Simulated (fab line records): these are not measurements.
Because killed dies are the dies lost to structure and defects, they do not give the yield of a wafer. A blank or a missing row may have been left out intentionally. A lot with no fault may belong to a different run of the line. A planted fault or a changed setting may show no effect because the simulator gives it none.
Which of the tools did it? + flow n5Finfet + 26 wafers from 9 lots sampled at 5 of the route's 1938 steps

== WHAT THE GAUGES READ, wafer by wafer ==
N5_BEOL_M2_CD_MEAS_28: target cd 26.2 nm, target cd y 24.1 nm. Usual: cdNm 26.17 nm, standard deviation 0.22.
| lot  | measured     | on       | cdNm (nm)         | flag |
|------|--------------|----------|-------------------|------|
| L168 | day 6 16:21  | cdSem-03 | 26.13 26.28 26.32 |      |
| L170 | day 7 00:54  | cdSem-01 | 26.24 26.10       |      |
| L171 | day 7 00:59  | cdSem-01 | 25.83 25.81 26.38 |      |
| L172 | day 7 15:13  | cdSem-01 | 26.54 26.35 26.16 |      |
| L179 | day 10 04:32 | cdSem-01 | 26.47 26.34 26.15 |      |
| L183 | day 10 13:59 | cdSem-01 | 26.33 26.42 26.52 |      |
| L188 | day 11 22:01 | cdSem-01 | 25.99 25.89 26.15 |      |
| L189 | day 12 01:25 | cdSem-01 | 26.14 26.01 26.25 |      |
| L191 | day 12 05:29 | cdSem-03 | 26.61 26.55 26.04 |      |

N5_BEOL_M4_RC_MEAS_101. Usual: DIBL_N 36.0 mV/V, standard deviation 2.2; DIBL_P 36.2 mV/V, standard deviation 2.4; IOFF_N 0.16 nA/um, standard deviation 0.035; IOFF_P 0.21 nA/um, standard deviation 0.037; ION_N 672 uA/um, standard deviation 13; ION_P 461 uA/um, standard deviation 7; SS_N 71.4 mV/dec, standard deviation 0.69; SS_P 73.2 mV/dec, standard deviation 0.75; VT_N 250 mV, standard deviation 3.4; VT_P -251 mV, standard deviation 3.
| lot  | measured     | on        | DIBL_N (mV/V)  | DIBL_P (mV/V)  | IOFF_N (nA/um) | IOFF_P (nA/um) | ION_N (uA/um) | ION_P (uA/um) | SS_N (mV/dec)  | SS_P (mV/dec)  | VT_N (mV)   | VT_P (mV)      | flag |
|------|--------------|-----------|----------------|----------------|----------------|----------------|---------------|---------------|----------------|----------------|-------------|----------------|------|
| L168 | day 9 13:01  | prober-01 | 33.9 35.4 35.7 | 34.2 35.7 36.5 | 0.12 0.16 0.17 | 0.17 0.19 0.21 | 659 677 694   | 451 457 467   | 71.3 71.1 70.8 | 73.7 73.4 73.6 | 252 250 246 | -257 -253 -252 |      |
| L170 | day 9 10:32  | prober-01 | 38.5 39.2      | 37.1 37.9      | 0.18 0.21      | 0.22 0.24      | 671 679       | 458 458       | 72.7 71.8      | 73.8 73.9      | 247 248     | -250 -246      |      |
| L171 | day 9 15:58  | prober-01 | 37.4 36.3 33.0 | 36.8 36.0 32.4 | 0.14 0.13 0.09 | 0.21 0.20 0.15 | 676 670 649   | 465 468 456   | 71.4 71.3 70.2 | 73.0 72.5 72.0 | 254 252 257 | -247 -250 -251 |      |
| L172 | day 10 16:19 | prober-02 | 34.8 34.9 33.5 | 35.5 35.1 34.3 | 0.14 0.14 0.12 | 0.20 0.20 0.18 | 672 666 661   | 463 462 457   | 70.9 70.7 70.3 | 73.6 72.9 72.7 | 252 251 254 | -252 -248 -251 |      |
| L179 | day 12 09:06 | prober-02 | 31.8 35.7 34.3 | 33.3 37.8 35.4 | 0.11 0.16 0.15 | 0.16 0.22 0.19 | 651 663 670   | 452 458 457   | 70.9 72.4 71.0 | 73.1 73.2 73.0 | 254 248 251 | -254 -252 -253 |      |
| L183 | day 13 11:36 | prober-02 | 35.1 35.3 35.8 | 36.3 35.5 37.0 | 0.15 0.15 0.16 | 0.22 0.19 0.23 | 664 677 677   | 461 457 463   | 71.1 70.9 71.8 | 73.1 73.1 73.0 | 248 251 250 | -250 -252 -248 |      |
| L188 | day 14 04:13 | prober-01 | 36.3 36.5 39.1 | 35.8 36.5 39.1 | 0.16 0.16 0.21 | 0.18 0.19 0.23 | 681 684 696   | 460 460 462   | 71.5 71.9 71.9 | 72.7 73.1 73.3 | 248 253 245 | -254 -252 -251 |      |
| L189 | day 14 21:56 | prober-02 | 36.0 39.7 38.7 | 34.2 38.0 37.5 | 0.14 0.20 0.18 | 0.21 0.28 0.26 | 677 687 677   | 467 476 471   | 71.6 71.6 71.9 | 73.0 73.2 73.5 | 251 247 247 | -244 -243 -245 |      |
| L191 | day 15 05:06 | prober-01 | 36.0 37.5 36.2 | 35.5 37.4 36.2 | 0.14 0.18 0.16 | 0.20 0.24 0.21 | 676 682 678   | 466 473 466   | 70.8 71.7 71.3 | 73.0 73.2 73.0 | 251 249 250 | -249 -247 -248 |      |

== WHAT TOOL EACH LOT RAN ON (gives the tool, then ch and the chambers of the sampled wafers, and finally the start) ==
| lot  | N5_BEOL_M2_ETCH_74                | N5_BEOL_M2_ALD_98                | N5_BEOL_M2_STRIP_36               |
|------|-----------------------------------|----------------------------------|-----------------------------------|
| L168 | rieDiel-03 ch 0,1,2, day 6 15:31  | aldSin-02 ch 0,1, day 6 16:49    | rieDiel-04 ch 0,1,2, day 7 17:21  |
| L170 | rieDiel-04 ch 1,3, day 7 00:00    | aldSin-04 ch 1,3, day 7 01:32    | rieDiel-03 ch 0,3, day 8 03:41    |
| L171 | rieDiel-04 ch 0,1,3, day 7 00:16  | aldSin-04 ch 1,3, day 7 01:37    | rieDiel-06 ch 1,2,3, day 8 03:46  |
| L172 | rieDiel-06 ch 0,1,2, day 7 14:30  | aldSin-02 ch 1,2, day 7 15:45    | rieDiel-04 ch 0,2,3, day 8 07:38  |
| L179 | rieDiel-03 ch 0,3, day 10 03:41   | aldSin-02 ch 1,2, day 10 04:48   | rieDiel-04 ch 0,2,3, day 10 18:43 |
| L183 | rieDiel-06 ch 0,1,3, day 10 13:09 | aldSin-02 ch 0,2,3, day 10 14:15 | rieDiel-04 ch 2,3, day 11 07:53   |
| L188 | rieDiel-04 ch 1,2,3, day 11 21:07 | aldSin-01 ch 0,2,3, day 11 22:16 | rieDiel-03 ch 0,2,3, day 12 08:24 |
| L189 | rieDiel-04 ch 1,2, day 12 00:25   | aldSin-04 ch 0,2, day 12 02:07   | rieDiel-04 ch 0,1, day 12 10:35   |
| L191 | rieDiel-04 ch 1,2,3, day 12 04:35 | aldSin-01 ch 0,1,2, day 12 06:16 | rieDiel-06 ch 0,1,3, day 13 07:41 |
- N5_BEOL_M2_ETCH_74: etches underlayer in N2/H2, target depth 6.5 nm, time 5.2 s.
- N5_BEOL_M2_ALD_98: deposits SiO2, target thk 2.5 nm, pulse time 1 s, co reactant pulse time 1 s.
- N5_BEOL_M2_STRIP_36: strips in N2/H2.

== AS READ BY THE TOOLS THEMSELVES (means over the sampled wafers that have a number; for cases with no such wafer, the mark the record gives instead) ==
N5_BEOL_M2_ETCH_74. Usual: chamberPressureMTorr is 30.0 mTorr with standard deviation 0.53, drypumpMotorCurrentA is 5.6 A with standard deviation 0.51, etchRfOnTimeS is 5.19 s with standard deviation 0.1, oesProductAu is 0.69 a.u. with standard deviation 0.08, rfVppV is 524.1 V with standard deviation 2.9, showerheadPlenumPTorr is 2.55 Torr with standard deviation 0.093, and throttleValvePct is 17.77 % with standard deviation 0.22.
| lot  | tool       | chamberPressureMTorr (mTorr) | drypumpMotorCurrentA (A) | etchRfOnTimeS (s) | oesProductAu (a.u.) | rfVppV (V) | showerheadPlenumPTorr (Torr) | throttleValvePct (%) | flag |
|------|------------|------------------------------|--------------------------|-------------------|---------------------|------------|------------------------------|----------------------|------|
| L168 | rieDiel-03 | 30.0                         | 5.7                      | 5.16              | 0.71                | 523.7      | 2.56                         | 17.68                |      |
| L170 | rieDiel-04 | 29.9                         | 5.8                      | 5.20              | 0.62                | 522.2      | 2.48                         | 17.55                |      |
| L171 | rieDiel-04 | 30.0                         | 5.5                      | 5.25              | 0.65                | 521.7      | 2.47                         | 17.64                |      |
| L172 | rieDiel-06 | 30.0                         | 5.5                      | 5.08              | 0.74                | 527.8      | 2.63                         | 17.79                |      |
| L179 | rieDiel-03 | 30.0                         | 5.6                      | 5.21              | 0.68                | 522.2      | 2.51                         | 17.75                |      |
| L183 | rieDiel-06 | 30.0                         | 5.4                      | 5.13              | 0.77                | 526.5      | 2.66                         | 17.77                |      |
| L188 | rieDiel-04 | 30.0                         | 6.1                      | 5.28              | 0.59                | 523.3      | 2.48                         | 17.86                |      |
| L189 | rieDiel-04 | 30.0                         | 6.1                      | 5.22              | 0.61                | 520.5      | 2.45                         | 17.81                |      |
| L191 | rieDiel-04 | 30.0                         | 6.1                      | 5.27              | 0.58                | 521.7      | 2.48                         | 17.85                |      |

N5_BEOL_M2_ALD_98. Usual: heaterPowerW 81 W, standard deviation 8.2; precursorPulseHeightRel 0.999, standard deviation 0.02; susceptorTempC 100.00 C, standard deviation 0.12.
| lot  | tool      | heaterPowerW (W) | precursorPulseHeightRel | susceptorTempC (C) | flag |
|------|-----------|------------------|-------------------------|--------------------|------|
| L168 | aldSin-02 | 88               | 0.991                   | 100.02             |      |
| L170 | aldSin-04 | 76               | 1.010                   | 100.00             |      |
| L171 | aldSin-04 | 77               | 1.004                   | 100.06             |      |
| L172 | aldSin-02 | 85               | 1.000                   | 100.05             |      |
| L179 | aldSin-02 | 89               | 0.996                   | 99.87              |      |
| L183 | aldSin-02 | 82               | 0.996                   | 100.39             | OFF  |
| L188 | aldSin-01 | 71               | 0.987                   | 99.99              |      |
| L189 | aldSin-04 | 82               | 1.003                   | 99.92              |      |
| L191 | aldSin-01 | 78               | 0.995                   | 99.97              |      |

N5_BEOL_M2_STRIP_36. Usual: chamberPressureMTorr 20.00 mTorr, standard deviation 0.03; drypumpMotorCurrentA 5.6 A, standard deviation 0.56; oesProductAu 0.79 a.u., standard deviation 0.09; rfVppV 58.9 V, standard deviation 1.6; showerheadPlenumPTorr 2.54 Torr, standard deviation 0.089; throttleValvePct 23.5 %, standard deviation 0.3.
| lot  | tool       | chamberPressureMTorr (mTorr) | drypumpMotorCurrentA (A) | oesProductAu (a.u.) | rfVppV (V) | showerheadPlenumPTorr (Torr) | throttleValvePct (%) | flag |
|------|------------|------------------------------|--------------------------|---------------------|------------|------------------------------|----------------------|------|
| L168 | rieDiel-04 | 19.99                        | 5.8                      | 0.75                | 58.3       | 2.46                         | 23.6                 |      |
| L170 | rieDiel-03 | 19.99                        | 5.5                      | 0.80                | 56.4       | 2.55                         | 23.6                 |      |
| L171 | rieDiel-06 | 20.01                        | 5.4                      | 0.85                | 59.1       | 2.66                         | 23.5                 |      |
| L172 | rieDiel-04 | 20.00                        | 5.8                      | 0.74                | 58.6       | 2.49                         | 23.6                 |      |
| L179 | rieDiel-04 | 20.02                        | 5.8                      | 0.72                | 58.2       | 2.48                         | 23.7                 |      |
| L183 | rieDiel-04 | 20.04                        | 6.5                      | 0.65                | 60.3       | 2.50                         | 23.8                 |      |
| L188 | rieDiel-03 | 20.01                        | 5.5                      | 0.77                | 59.4       | 2.50                         | 23.6                 |      |
| L189 | rieDiel-04 | 19.99                        | 5.5                      | 0.74                | 56.9       | 2.42                         | 23.3                 |      |
| L191 | rieDiel-06 | 20.02                        | 5.4                      | 0.85                | 59.2       | 2.64                         | 23.6                 |      |

== THE ANSWER, worked out from the rows above alone ==
Rule: take the mean of a lot's wafers that have a number; if it is more than 3 standard deviations from the usual mean, the lot is off. A lot without any number at a reading at which 4 lots or more have one is off too. Any other lot the step has rows for is counted as sound. Order of review: gauges by route order, followed by the tools' own readings, for which a lot's mean as printed above is used. At the first step where some lot is off, the reading lying furthest off is the one used; lots without a number count as furthest.
Off: L183 (N5_BEOL_M2_ALD_98, susceptorTempC).
A tool fits if, at that step or a process step before it, it ran every lot that is off, and no sound lot after the first of them. Can't be told from this: 2 tools fit, rieDiel-06 at N5_BEOL_M2_ETCH_74, aldSin-02 at N5_BEOL_M2_ALD_98.

== WHAT THE SIMULATOR HAD PUT IN ==
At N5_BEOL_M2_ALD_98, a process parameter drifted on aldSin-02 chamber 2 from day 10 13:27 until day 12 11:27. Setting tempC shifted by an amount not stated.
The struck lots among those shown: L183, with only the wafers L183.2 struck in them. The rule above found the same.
